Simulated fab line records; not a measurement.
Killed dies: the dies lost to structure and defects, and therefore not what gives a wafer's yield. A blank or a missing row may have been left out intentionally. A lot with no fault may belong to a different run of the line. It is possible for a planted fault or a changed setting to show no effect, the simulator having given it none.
fab line records + flow n5-finfet
record
- lots=9
- wafers=26
- last-day=17
route steps=1938 shown SD_EPI_N@275 SD_EPI_P@301 BEOL_M4@1111 PASSIVATION@1936
lots untouched by any fault: they come from a run of this same line in which no faults occurred
start-h: start of the lot's first displayed wafer, in hours after the record's first day + wait-h: time in hours since the lot's previous step + " identical to the entry in the row above + L1.1+2: one row covering several wafers at once + - no value, or no start given + * or withheld: withheld + < > ~ a bound
route shown NAME@n: NAME is a module with steps in the file, n the number in the route of the first one + usual: mean and standard deviation over wafers with no fault + same: alike in all rows + chamber/n: place in a boat + sites: readings site by site + _std_site: their standard deviation + _edge_site: the outer-site mean with the inner-site mean subtracted + radius-mm: how far each site lies from the wafer's centre + mask NAME#n: copy n + behind: the most recent tool/chamber to have shaped the wafer + hold: why the lot was held/for how many hours/how that ended + device: names the non-switching transistor (n, p or np) + end of line: the same wafers' tests at the end of the route + step lacking rows: just its recipe + killed: not the wafer's yield, but the dies lost to structure and defects at the first sort + map: per-die view of a wafer (x killed, . not killed, _ where there is no die)
set.NAME: setting as actually run; set.NAME@STEP: the setting as run at that earlier step + model.NAME: the simulator's own value behind a step, which no gauge read
steps of the route over a sample of lots; a table a step, a row a wafer
services: a tool's chamber out of use, with start hour (start-h, from the record's first day; less than 0 if before it), hours out, and reason
## steps
# step N5_SD_EPI_N_ETCH_35
# recipe
- chemistry=N2/H2
- target=SOC
- overetch-a=1080
- mask-material=SiARC
- temp-c=40
- ion-energy-ev=100
- source-w=3000
- bias-w=133
- pressure-mtorr=20
- time-s=486
- n2-flow-sccm=200
- h2-flow-sccm=200
# usual
- bias-w=133.0/0.4
- drypump-motor-current-A=5.5/0.37
- oes-product-au=0.71/0.076
- rf-vpp-V=240.5/1.6
- showerhead-plenum-p-Torr=2.54/0.093
- throttle-valve-pct=23.74/0.3
| lot.wafer | tool        | chamber | start-h | wait-h | bias-w | drypump-motor-current-A | oes-product-au | rf-hours-counter-h | rf-vpp-V | showerhead-plenum-p-Torr | throttle-valve-pct |
|-----------|-------------|---------|---------|--------|--------|-------------------------|----------------|--------------------|----------|--------------------------|--------------------|
| L816.3    | rie-diel-05 | 2       | 80.16   | 0.0    | 132.8  | 5.9                     | 0.66           | 159                | 243.5    | 2.65                     | 23.80              |
| L816.4    | "           | 0       | "       | "      | 133.0  | 5.0                     | 0.76           | 44                 | 241.2    | 2.59                     | 23.27              |
| L816.6    | "           | 1       | "       | "      | 133.4  | 5.5                     | 0.69           | -                  | 238.3    | 2.44                     | 24.00              |
| L820.1    | rie-diel-02 | 3       | 110.27  | 0.0    | 133.2  | 5.4                     | 0.83           | 16                 | 240.7    | 2.58                     | 23.48              |
| L820.2    | "           | 0       | "       | "      | 132.7  | 5.6                     | 0.65           | 179                | 238.9    | 2.44                     | 24.25              |
| L820.5    | "           | 2       | "       | "      | 133.1  | 5.9                     | 0.66           | -                  | 241.9    | 2.65                     | 23.81              |
| L822.2    | rie-diel-02 | 1       | 123.31  | 0.0    | 133.0  | 5.0                     | 0.81           | 15                 | 241.4    | 2.59                     | 23.39              |
| L822.4    | "           | 2       | "       | "      | 132.8  | 5.9                     | 0.66           | 180                | 242.9    | 2.65                     | 23.84              |
| L822.6    | "           | 2       | "       | "      | 133.5  | 5.9                     | 0.65           | -                  | 241.6    | 2.65                     | 23.80              |
| L823.1    | rie-diel-04 | 3       | 126.56  | 0.0    | 133.2  | 5.6                     | 0.64           | 175                | 239.3    | 2.42                     | 23.67              |
| L823.2    | "           | 0       | "       | "      | 132.0  | 5.9                     | 0.64           | 178                | 238.1    | 2.42                     | 24.02              |
| L823.4    | "           | 2       | "       | "      | 133.2  | 4.8                     | 0.82           | 22                 | 240.1    | 2.47                     | 23.43              |
| L827.2    | rie-diel-02 | 0       | 144.62  | 0.0    | 132.8  | 5.7                     | 0.65           | 189                | 241.0    | 2.44                     | 24.26              |
| L827.4    | "           | 1       | "       | "      | 133.6  | 5.0                     | 0.79           | 21                 | 239.6    | 2.59                     | 23.42              |
| L829.2    | rie-diel-04 | 1       | 161.81  | 0.0    | 132.9  | 5.3                     | 0.63           | 213                | 241.7    | 2.60                     | 23.85              |
| L829.5    | "           | 0       | "       | "      | 133.3  | 5.9                     | 0.63           | -                  | 237.6    | 2.42                     | 24.05              |
| L829.6    | "           | 1       | "       | "      | 132.9  | 5.3                     | 0.63           | -                  | 243.2    | 2.60                     | 23.85              |
| L830.1    | rie-diel-05 | 3       | 163.03  | 0.0    | 133.3  | 5.7                     | 0.82           | 11                 | 242.2    | 2.71                     | 23.69              |
| L830.2    | "           | 0       | "       | "      | 133.4  | 5.0                     | 0.72           | 75                 | 239.8    | 2.57                     | 23.32              |
| L830.3    | "           | 1       | "       | "      | 132.9  | 5.6                     | 0.67           | 185                | 239.5    | 2.42                     | 24.03              |
| L831.4    | rie-diel-02 | 3       | 170.31  | 0.2    | 132.7  | 5.4                     | 0.81           | -                  | 241.7    | 2.57                     | 23.51              |
| L831.5    | "           | 2       | "       | "      | 133.0  | 5.9                     | 0.64           | -                  | 241.6    | 2.64                     | 23.84              |
| L831.6    | "           | 0       | "       | "      | 133.2  | 5.7                     | 0.64           | -                  | 238.3    | 2.44                     | 24.28              |
| L832.2    | rie-diel-05 | 1       | 175.63  | 0.0    | 133.1  | 5.5                     | 0.66           | 190                | 238.9    | 2.42                     | 24.04              |
| L832.4    | "           | 0       | "       | "      | 132.9  | 4.9                     | 0.72           | 80                 | 241.8    | 2.57                     | 23.33              |
| L832.5    | "           | 1       | "       | "      | 133.6  | 5.6                     | 0.67           | -                  | 237.3    | 2.42                     | 24.05              |
# step N5_SD_EPI_N_ETCH_45
# recipe
- chemistry=CH3F/O2
- target=SiOCN
- target-depth-a=60
- mask-material=SOC
- ion-energy-ev=60
- bias-w=29
- pressure-mtorr=15
- source-w=410
- Ar_flow_sccm=150
- CH3F_flow_sccm=30
- O2_flow_sccm=20
# usual
- bias-w=29.00/0.085
- drypump-motor-current-A=5.5/0.37
- oes-product-au=0.79/0.088
- rf-vpp-V=127.3/0.89
- showerhead-plenum-p-Torr=2.00/0.074
- throttle-valve-pct=23.25/0.24
| lot.wafer | tool        | chamber | start-h | wait-h | bias-w | drypump-motor-current-A | oes-product-au | rf-hours-counter-h | rf-vpp-V | showerhead-plenum-p-Torr | throttle-valve-pct |
|-----------|-------------|---------|---------|--------|--------|-------------------------|----------------|--------------------|----------|--------------------------|--------------------|
| L816.3    | rie-diel-05 | 2       | 80.58   | 0.1    | 29.00  | 5.9                     | 0.74           | 159                | 126.8    | 2.07                     | 23.12              |
| L816.4    | "           | 0       | "       | "      | 28.84  | 5.0                     | 0.85           | 45                 | 127.9    | 2.01                     | 22.73              |
| L816.6    | "           | 1       | "       | "      | 29.00  | 5.5                     | 0.77           | -                  | 127.9    | 1.92                     | 23.49              |
| L820.1    | rie-diel-02 | 3       | 110.69  | 0.1    | 28.98  | 5.3                     | 0.94           | 16                 | 126.7    | 2.03                     | 23.16              |
| L820.2    | "           | 0       | "       | "      | 28.92  | 5.7                     | 0.73           | 179                | 126.8    | 1.91                     | 23.37              |
| L820.5    | "           | 2       | "       | "      | 29.08  | 5.9                     | 0.73           | -                  | 128.1    | 2.07                     | 23.35              |
| L822.2    | rie-diel-02 | 1       | 123.73  | 0.1    | 29.02  | 4.9                     | 0.90           | 15                 | 128.1    | 2.05                     | 23.12              |
| L822.4    | "           | 2       | "       | "      | 29.14  | 5.9                     | 0.73           | 180                | 127.3    | 2.07                     | 23.36              |
| L822.6    | "           | 2       | "       | "      | 28.97  | 5.9                     | 0.72           | -                  | 127.3    | 2.07                     | 23.35              |
| L823.1    | rie-diel-04 | 3       | 126.98  | 0.1    | 28.93  | 5.6                     | 0.72           | 175                | 125.5    | 1.89                     | 23.15              |
| L823.2    | "           | 0       | "       | "      | 29.05  | 5.9                     | 0.71           | 178                | 127.8    | 1.90                     | 23.50              |
| L823.4    | "           | 2       | "       | "      | 29.04  | 4.8                     | 0.91           | 22                 | 126.7    | 1.95                     | 23.18              |
| L827.2    | rie-diel-02 | 0       | 145.05  | 0.1    | 29.00  | 5.7                     | 0.72           | 189                | 127.0    | 1.91                     | 23.36              |
| L827.4    | "           | 1       | "       | "      | 28.92  | 5.0                     | 0.88           | 21                 | 127.4    | 2.05                     | 23.14              |
| L829.2    | rie-diel-04 | 1       | 162.23  | 0.1    | 28.88  | 5.3                     | 0.70           | 213                | 126.7    | 2.07                     | 23.53              |
| L829.5    | "           | 0       | "       | "      | 28.93  | 5.9                     | 0.69           | -                  | 126.0    | 1.90                     | 23.55              |
| L829.6    | "           | 1       | "       | "      | 29.07  | 5.3                     | 0.70           | -                  | 126.6    | 2.07                     | 23.55              |
| L830.1    | rie-diel-05 | 3       | 163.46  | 0.1    | 29.01  | 5.7                     | 0.90           | 11                 | 128.3    | 2.12                     | 23.19              |
| L830.2    | "           | 0       | "       | "      | 28.91  | 4.9                     | 0.81           | 75                 | 127.7    | 2.00                     | 22.78              |
| L830.3    | "           | 1       | "       | "      | 29.08  | 5.5                     | 0.73           | 185                | 127.4    | 1.91                     | 23.55              |
| L831.4    | rie-diel-02 | 3       | 170.63  | 0.1    | 28.89  | 5.4                     | 0.90           | -                  | 127.9    | 2.03                     | 23.19              |
| L831.5    | "           | 2       | "       | "      | 28.93  | 5.9                     | 0.72           | -                  | 127.0    | 2.06                     | 23.36              |
| L831.6    | "           | 0       | "       | "      | 29.12  | 5.7                     | 0.70           | -                  | 126.8    | 1.91                     | 23.38              |
| L832.2    | rie-diel-05 | 1       | 176.06  | 0.1    | 29.06  | 5.5                     | 0.73           | 190                | 125.8    | 1.91                     | 23.54              |
| L832.4    | "           | 0       | "       | "      | 29.09  | 4.9                     | 0.80           | 80                 | 128.2    | 2.00                     | 22.79              |
| L832.5    | "           | 1       | "       | "      | 29.18  | 5.5                     | 0.74           | -                  | 127.3    | 1.91                     | 23.55              |
# step N5_SD_EPI_P_PEB_07
# recipe
- peb-temp-c=110
- peb-time-s=60
- resist=CAR-ArF-block
# usual
- heater-power-total-W=175.1/1.7
| lot.wafer | tool           | chamber | start-h | wait-h | heater-power-total-W |
|-----------|----------------|---------|---------|--------|----------------------|
| L816.3    | litho-track-02 | 0       | 84.70   | 0.0    | 175.4                |
| L816.4    | "              | 0       | "       | "      | 176.6                |
| L816.6    | "              | 0       | "       | "      | 173.2                |
| L820.1    | litho-track-02 | 0       | 115.07  | 0.1    | 174.9                |
| L820.2    | "              | 0       | "       | "      | 175.4                |
| L820.5    | "              | 0       | "       | "      | 173.0                |
| L822.2    | litho-track-02 | 0       | 128.33  | 0.0    | 196.3                |
| L822.4    | "              | 0       | "       | "      | 173.5                |
| L822.6    | "              | 0       | "       | "      | 176.8                |
| L823.1    | litho-track-02 | 0       | 131.48  | 0.1    | 192.1                |
| L823.2    | "              | 0       | "       | "      | 196.0                |
| L823.4    | "              | 0       | "       | "      | 177.6                |
| L827.2    | litho-track-02 | 0       | 148.81  | 0.0    | 192.8                |
| L827.4    | "              | 0       | "       | "      | 177.6                |
| L829.2    | litho-track-01 | 0       | 166.74  | 0.0    | 176.9                |
| L829.5    | "              | 0       | "       | "      | 177.4                |
| L829.6    | "              | 0       | "       | "      | 173.0                |
| L830.1    | litho-track-05 | 0       | 167.22  | 0.1    | 175.3                |
| L830.2    | "              | 0       | "       | "      | 174.9                |
| L830.3    | "              | 0       | "       | "      | 173.0                |
| L831.4    | litho-track-05 | 0       | 174.34  | 0.0    | 177.5                |
| L831.5    | "              | 0       | "       | "      | 173.8                |
| L831.6    | "              | 0       | "       | "      | 177.6                |
| L832.2    | litho-track-01 | 0       | 179.91  | 0.0    | 173.1                |
| L832.4    | "              | 0       | "       | "      | 177.6                |
| L832.5    | "              | 0       | "       | "      | 173.1                |
# step N5_SD_EPI_P_CD_MEAS_09
# recipe
- target-cd-nm=240
- landing-energy-ev=500
- detector=se-inlens
# usual
- cd-nm=240.1/0.7
| lot.wafer | tool      | chamber | start-h | wait-h | cd-nm |
|-----------|-----------|---------|---------|--------|-------|
| L816.3    | cd-sem-03 | 0       | 84.77   | -      | 240.2 |
| L816.4    | "         | 0       | "       | "      | 239.3 |
| L816.6    | "         | 0       | "       | "      | 240.1 |
| L820.1    | cd-sem-03 | 0       | 115.13  | -      | 240.3 |
| L820.2    | "         | 0       | "       | "      | 240.0 |
| L820.5    | "         | 0       | "       | "      | 240.1 |
| L822.2    | cd-sem-03 | 0       | 128.40  | -      | 235.8 |
| L822.4    | "         | 0       | "       | "      | 239.6 |
| L822.6    | "         | 0       | "       | "      | 239.4 |
| L823.1    | cd-sem-01 | 0       | 131.55  | -      | 236.0 |
| L823.2    | "         | 0       | "       | "      | 234.5 |
| L823.4    | "         | 0       | "       | "      | 240.6 |
| L827.2    | cd-sem-02 | 0       | 148.87  | -      | 234.5 |
| L827.4    | "         | 0       | "       | "      | 240.3 |
| L829.2    | cd-sem-03 | 0       | 166.80  | -      | 239.2 |
| L829.5    | "         | 0       | "       | "      | 239.5 |
| L829.6    | "         | 0       | "       | "      | 240.3 |
| L830.1    | cd-sem-01 | 0       | 167.29  | -      | 239.9 |
| L830.2    | "         | 0       | "       | "      | 239.2 |
| L830.3    | "         | 0       | "       | "      | 239.9 |
| L831.4    | cd-sem-02 | 0       | 174.41  | -      | 241.1 |
| L831.5    | "         | 0       | "       | "      | 240.5 |
| L831.6    | "         | 0       | "       | "      | 241.5 |
| L832.2    | cd-sem-03 | 0       | 179.97  | -      | 239.9 |
| L832.4    | "         | 0       | "       | "      | 240.2 |
| L832.5    | "         | 0       | "       | "      | 240.8 |
# step N5_SD_EPI_P_ETCH_16
# recipe
- chemistry=CHF3/O2
- target=SiO2
- target-depth-a=50
- mask-material=SOC
- pressure-mtorr=30
- source-w=650
- bias-w=170
- Ar_flow_sccm=200
- CHF3_flow_sccm=50
- O2_flow_sccm=5
- ion-energy-ev=200
# usual
- CHF3_flow_sccm=49.97/0.15
- bias-w=170.0/0.54
- drypump-motor-current-A=5.7/0.38
- oes_o_777_au=0.79/0.078
- oes-product-au=0.79/0.085
- rf-vpp-V=522/8.1
- showerhead-plenum-p-Torr=2.42/0.098
- throttle-valve-pct=18.75/0.3
| lot.wafer | tool        | chamber | start-h | wait-h | CHF3_flow_sccm | bias-w | drypump-motor-current-A | oes_o_777_au | oes-product-au | rf-hours-counter-h | rf-vpp-V | showerhead-plenum-p-Torr | throttle-valve-pct |
|-----------|-------------|---------|---------|--------|----------------|--------|-------------------------|--------------|----------------|--------------------|----------|--------------------------|--------------------|
| L816.3    | rie-diel-03 | 0       | 85.47   | 0.1    | 50.08          | 169.4  | 5.2                     | 0.86         | 0.87           | 38                 | 523      | 2.57                     | 18.55              |
| L816.4    | "           | 3       | "       | "      | 50.01          | 169.1  | 5.9                     | 0.71         | 0.71           | 211                | 528      | 2.49                     | 19.30              |
| L816.6    | "           | 3       | "       | "      | 50.03          | 170.2  | 5.9                     | 0.70         | 0.70           | -                  | 527      | 2.49                     | 19.30              |
| L820.1    | rie-diel-06 | 0       | 115.84  | 0.1    | 50.27          | 170.5  | 5.8                     | 0.94         | 0.94           | 18                 | 510      | 2.34                     | 18.73              |
| L820.2    | "           | 3       | "       | "      | 50.23          | 170.8  | 5.3                     | 0.87         | 0.87           | 44                 | 532      | 2.55                     | 18.87              |
| L820.5    | "           | 2       | "       | "      | 49.82          | 170.5  | 5.2                     | 0.73         | 0.72           | -                  | 518      | 2.41                     | 19.19              |
| L822.2    | rie-diel-03 | 1       | 129.10  | 0.1    | 50.02          | 171.2  | 6.0                     | 0.81         | 0.81           | 75                 | 521      | 2.52                     | 18.36              |
| L822.4    | "           | 2       | "       | "      | 50.03          | 169.4  | 5.2                     | 0.75         | 0.76           | 151                | 516      | 2.30                     | 18.42              |
| L822.6    | "           | 2       | "       | "      | 49.99          | 169.5  | 5.2                     | 0.75         | 0.77           | -                  | 518      | 2.30                     | 18.42              |
| L823.1    | rie-diel-06 | 2       | 132.25  | 0.1    | 50.20          | 170.6  | 5.2                     | 0.73         | 0.72           | 195                | 518      | 2.40                     | 19.21              |
| L823.2    | "           | 1       | "       | "      | 50.07          | 169.7  | 5.9                     | 0.87         | 0.89           | 28                 | 524      | 2.44                     | 18.30              |
| L823.4    | "           | 3       | "       | "      | 49.95          | 170.9  | 5.3                     | 0.86         | 0.87           | 50                 | 531      | 2.55                     | 18.89              |
| L827.2    | rie-diel-03 | 0       | 149.58  | 0.1    | 49.80          | 168.9  | 5.3                     | 0.83         | 0.84           | 57                 | 525      | 2.57                     | 18.60              |
| L827.4    | "           | 0       | "       | "      | 49.79          | 169.7  | 5.2                     | 0.83         | 0.84           | -                  | 523      | 2.57                     | 18.59              |
| L829.2    | rie-diel-01 | 0       | 167.51  | 0.1    | 49.89          | 169.7  | 5.2                     | 0.71         | 0.71           | 171                | 511      | 2.49                     | 18.90              |
| L829.5    | "           | 3       | "       | "      | 49.98          | 170.1  | 6.3                     | 0.87         | 0.91           | -                  | 539      | 2.36                     | 18.61              |
| L829.6    | "           | 2       | "       | "      | 49.77          | 169.9  | 6.1                     | 0.73         | 0.71           | -                  | 514      | 2.27                     | 18.90              |
| L830.1    | rie-diel-03 | 3       | 168.27  | 0.1    | 49.99          | 169.4  | 5.8                     | 0.69         | 0.69           | 237                | 525      | 2.48                     | 19.33              |
| L830.2    | "           | 1       | "       | "      | 49.95          | 169.7  | 6.0                     | 0.80         | 0.78           | 81                 | 521      | 2.52                     | 18.38              |
| L830.3    | "           | 0       | "       | "      | 50.02          | 170.0  | 5.2                     | 0.83         | 0.84           | 63                 | 521      | 2.56                     | 18.59              |
| L831.4    | rie-diel-06 | 2       | 175.11  | 0.1    | 49.73          | 168.9  | 5.2                     | 0.72         | 0.70           | 206                | 517      | 2.40                     | 19.24              |
| L831.5    | "           | 1       | "       | "      | 49.93          | 169.7  | 5.9                     | 0.85         | 0.86           | -                  | 525      | 2.44                     | 18.35              |
| L831.6    | "           | 0       | "       | "      | 50.05          | 170.1  | 5.8                     | 0.89         | 0.90           | -                  | 509      | 2.33                     | 18.75              |
| L832.2    | rie-diel-03 | 0       | 180.68  | 0.1    | 50.14          | 169.8  | 5.2                     | 0.83         | 0.84           | 66                 | 523      | 2.56                     | 18.61              |
| L832.4    | "           | 1       | "       | "      | 49.87          | 170.5  | 6.0                     | 0.80         | 0.80           | 85                 | 522      | 2.52                     | 18.39              |
| L832.5    | "           | 1       | "       | "      | 50.00          | 170.3  | 6.0                     | 0.80         | 0.80           | -                  | 522      | 2.52                     | 18.39              |
# step N5_BEOL_M4_RC_MEAS_101
# usual
- DIBL_N=36.9/1.7
- DIBL_P=36.7/2.1
- IOFF_N=0.17/0.032
- IOFF_P=0.22/0.036
- ION_N=674/12
- ION_P=461/7
- SS_N=71.7/0.6
- SS_P=73.4/0.67
- VT_N=249/3.1
- VT_P=-250/3.2
| lot.wafer | tool      | chamber | start-h | wait-h | DIBL_N[mV/V] | DIBL_P[mV/V] | IOFF_N[nA/um] | IOFF_P[nA/um] | ION_N[uA/um] | ION_P[uA/um] | SS_N[mV/dec] | SS_P[mV/dec] | VT_N[mV] | VT_P[mV] |
|-----------|-----------|---------|---------|--------|--------------|--------------|---------------|---------------|--------------|--------------|--------------|--------------|----------|----------|
| L816.3    | prober-02 | 0       | 197.64  | 0.4    | 38.0         | 40.4         | 0.20          | 0.27          | 687          | 469          | 72.1         | 73.6         | 244      | -246     |
| L816.4    | "         | 0       | "       | "      | 35.7         | 36.3         | 0.16          | 0.20          | 670          | 464          | 71.7         | 72.8         | 248      | -251     |
| L816.6    | "         | 0       | "       | "      | 37.3         | 39.3         | 0.18          | 0.26          | 671          | 463          | 72.3         | 73.7         | 248      | -248     |
| L820.1    | prober-01 | 0       | 221.92  | 0.0    | 34.8         | 34.7         | 0.15          | 0.20          | 662          | 461          | 71.6         | 72.5         | 251      | -249     |
| L820.2    | "         | 0       | "       | "      | 34.6         | 34.8         | 0.13          | 0.21          | 657          | 454          | 70.7         | 71.8         | 253      | -252     |
| L820.5    | "         | 0       | "       | "      | 35.2         | 35.8         | 0.15          | 0.23          | 673          | 464          | 71.5         | 72.8         | 251      | -249     |
| L822.2    | prober-01 | 0       | 231.92  | 0.2    | 36.1         | 35.3         | 0.15          | 0.22          | 668          | 466          | 71.4         | 72.6         | 250      | -246     |
| L822.4    | "         | 0       | "       | "      | 34.8         | 34.0         | 0.13          | 0.19          | 656          | 457          | 70.9         | 71.8         | 253      | -252     |
| L822.6    | "         | 0       | "       | "      | 35.1         | 34.4         | 0.14          | 0.19          | 665          | 459          | 71.9         | 72.7         | 252      | -249     |
| L823.1    | prober-01 | 0       | 240.87  | 0.0    | 37.7         | 38.5         | 0.19          | 0.26          | 688          | 475          | 72.3         | 73.5         | 248      | -245     |
| L823.2    | "         | 0       | "       | "      | 34.9         | 36.7         | 0.14          | 0.21          | 677          | 466          | 70.8         | 73.7         | 253      | -249     |
| L823.4    | "         | 0       | "       | "      | 36.2         | 37.5         | 0.16          | 0.23          | 677          | 461          | 72.2         | 72.3         | 248      | -246     |
| L827.2    | prober-01 | 0       | 253.01  | 0.2    | 36.7         | 36.8         | 0.14          | 0.19          | 664          | 454          | 71.6         | 73.0         | 251      | -253     |
| L827.4    | "         | 0       | "       | "      | 36.9         | 36.5         | 0.15          | 0.18          | 660          | 456          | 71.9         | 72.7         | 252      | -252     |
| L829.2    | prober-02 | 0       | 279.27  | 0.2    | 36.3         | 35.0         | 0.17          | 0.26          | 681          | 470          | 71.5         | 72.7         | 247      | -245     |
| L829.5    | "         | 0       | "       | "      | 34.8         | 33.8         | 0.13          | 0.23          | 668          | 469          | 71.8         | 72.6         | 254      | -245     |
| L829.6    | "         | 0       | "       | "      | 37.2         | 35.8         | 0.18          | 0.26          | 681          | 471          | 71.3         | 73.8         | 247      | -245     |
| L830.1    | prober-01 | 0       | 285.93  | 0.0    | 37.1         | 37.7         | 0.17          | 0.27          | 679          | 465          | 72.8         | 73.5         | 248      | -245     |
| L830.2    | "         | 0       | "       | "      | 36.4         | 35.5         | 0.15          | 0.22          | 668          | 461          | 71.0         | 73.3         | 252      | -245     |
| L830.3    | "         | 0       | "       | "      | 38.0         | 38.3         | 0.21          | 0.28          | 702          | 472          | 73.2         | 74.1         | 244      | -245     |
| L831.4    | prober-01 | 0       | 289.45  | 0.5    | 35.4         | 37.3         | 0.16          | 0.21          | 681          | 464          | 71.1         | 73.6         | 248      | -250     |
| L831.5    | "         | 0       | "       | "      | 37.0         | 37.7         | 0.17          | 0.22          | 682          | 465          | 70.8         | 73.7         | 248      | -249     |
| L831.6    | "         | 0       | "       | "      | 35.2         | 37.1         | 0.15          | 0.21          | 682          | 461          | 71.0         | 73.0         | 250      | -249     |
| L832.2    | prober-02 | 0       | 293.19  | 0.2    | 35.5         | 34.9         | 0.14          | 0.19          | 673          | 462          | 72.0         | 73.8         | 254      | -250     |
| L832.4    | "         | 0       | "       | "      | 32.0         | 30.8         | 0.10          | 0.14          | 651          | 452          | 69.8         | 72.5         | 255      | -255     |
| L832.5    | "         | 0       | "       | "      | 35.6         | 34.9         | 0.14          | 0.20          | 667          | 462          | 71.3         | 73.7         | 255      | -251     |
# step N5_PASSIVATION_PROBE_49
# usual
- defect-limited-yield=91.7/1.5
- killed_at_M0_to_M3=32/9.6
- killed_at_M4_up=13/5.3
- killed-at-contacts=12/6.8
- killed-at-front-end=36/9.8
- killed-at-other=4/3.1
- killed-dies=98/17
- killed-open=65/13
- killed-short=32/8.5
- sort_bin_5_function=4.9/0.93
- sort_bin_6_memory=3.2/0.67
- sort_bin_8_speed=0.00/0.02
- sort-n-pass=1082/17
# same
- gross-dies=1180
- killed-at-back-side=0
- sort_bin_4_leakage[%]=0
| lot.wafer | tool      | chamber | start-h | wait-h | defect-limited-yield[%] | killed_at_M0_to_M3 | killed_at_M4_up | killed-at-contacts | killed-at-front-end | killed-at-other | killed-dies | killed-open | killed-short | sort_bin_5_function[%] | sort_bin_6_memory[%] | sort_bin_8_speed[%] | sort-n-pass |
|-----------|-----------|---------|---------|--------|-------------------------|--------------------|-----------------|--------------------|---------------------|-----------------|-------------|-------------|--------------|------------------------|----------------------|---------------------|-------------|
| L820.1    | prober-01 | -       | 318.32  | 0.0    | 89.1                    | 39                 | 11              | 11                 | 65                  | 3               | 129         | 88          | 41           | 6.4                    | 4.0                  | 0                   | 1051        |
| L820.2    | prober-01 | -       | 318.37  | 0.1    | 90.6                    | 38                 | 12              | 17                 | 41                  | 3               | 111         | 79          | 30           | 5.4                    | 3.5                  | 0                   | 1069        |
| L820.5    | prober-01 | -       | 318.52  | 0.2    | 93.1                    | 35                 | 6               | 8                  | 30                  | 2               | 81          | 62          | 18           | 4.4                    | 2.4                  | 0                   | 1099        |
# killed by level:class
L820.1 FIN_SAQP:geometric-particle:open=30 FIN_SAQP:geometric-particle:short=21 BEOL_M1:geometric-particle:open=13 MOL_CONTACT_COAG:geometric-particle:open=10 BEOL_M0_SAQP:geometric-particle:open=10 BEOL_M2:geometric-particle:open=9 DUMMY_GATE:geometric-particle:short=4 BEOL_M8:geometric-particle:open=4
L820.2 MOL_CONTACT_COAG:geometric-particle:open=15 BEOL_M3:geometric-particle:open=15 FIN_SAQP:geometric-particle:open=13 STI_FIN_REVEAL:geometric-particle:open=8 FIN_SAQP:geometric-particle:short=7 BEOL_M2:geometric-particle:open=7 BEOL_M0_SAQP:geometric-particle:open=6 BEOL_M1:geometric-particle:open=4
L820.5 BEOL_M1:geometric-particle:open=12 FIN_SAQP:geometric-particle:open=9 MOL_CONTACT_COAG:geometric-particle:open=8 BEOL_M2:geometric-particle:open=7 STI_FIN_REVEAL:geometric-particle:open=6 BEOL_M0_SAQP:geometric-particle:short=5 BEOL_M3:geometric-particle:open=5 GATE_CUT:geometric-particle:short=4
## services
| tool           | chamber | start-h | hours | kind                          |
|----------------|---------|---------|-------|-------------------------------|
| rie-diel-03    | 2       | 62.74   | 8.3   | repair                        |
| rie-diel-02    | -       | 63.38   | 14.6  | pm                            |
| rie-diel-06    | -       | 82.95   | 0.9   | repair                        |
| rie-diel-06    | 3       | 95.68   | 2.3   | repair                        |
| rie-diel-04    | -       | 99.96   | 4.3   | pm                            |
| rie-diel-06    | 1       | 108.93  | 13.4  | repair                        |
| rie-diel-02    | -       | 110.97  | 2.8   | pm                            |
| rie-diel-05    | 0       | 113.45  | 3.9   | repair                        |
| rie-diel-05    | -       | 116.55  | 0.5   | repair                        |
| rie-diel-05    | 3       | 117.37  | -     | clean                         |
| rie-diel-05    | 3       | 117.37  | -     | consumable-replace:focus-ring |
| rie-diel-05    | 3       | 117.37  | -     | consumable-replace:showerhead |
| rie-diel-05    | 3       | 117.37  | 14.9  | scheduled-down                |
| rie-diel-05    | 3       | 117.37  | 14.9  | vent-cycle                    |
| litho-track-01 | -       | 124.63  | -     | consumable-replace:filter     |
| rie-diel-04    | 3       | 144.48  | 1.3   | repair                        |
| rie-diel-04    | 1       | 165.57  | 6.6   | repair                        |
| rie-diel-02    | 1       | 169.13  | 2.1   | repair                        |
## key
first-sign
- step=N5_SD_EPI_P_PEB_07
- reading=heater-power-total-W
- direction=up
- sigmas=11
- usual=*
- struck=*
effect
- step=N5_SD_EPI_P_CD_MEAS_09
- reading=cd-nm
- direction=down
- sigmas=7
- usual=240.1
- struck=235.2
met-at N5_SD_EPI_P_PEB_07
struck-lots L822,L823,L827
struck-wafers L822.2,L823.1,L823.2,L827.2
not-acting-at N5_SD_EPI_N_ETCH_35,N5_SD_EPI_N_ETCH_45,N5_SD_EPI_P_ETCH_16
onset-between 115.07 128.33
fault
- kind=process-parameter-drift
- tool=litho-track-02
- chamber=-
- onset-h=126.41
- steps=N5_SD_EPI_P_PEB_07
- channel=peb-time-s
- offset=*
- shape=step
- end-h=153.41
- scope=struck-wafers-only
- acts-in=*
- stated=*
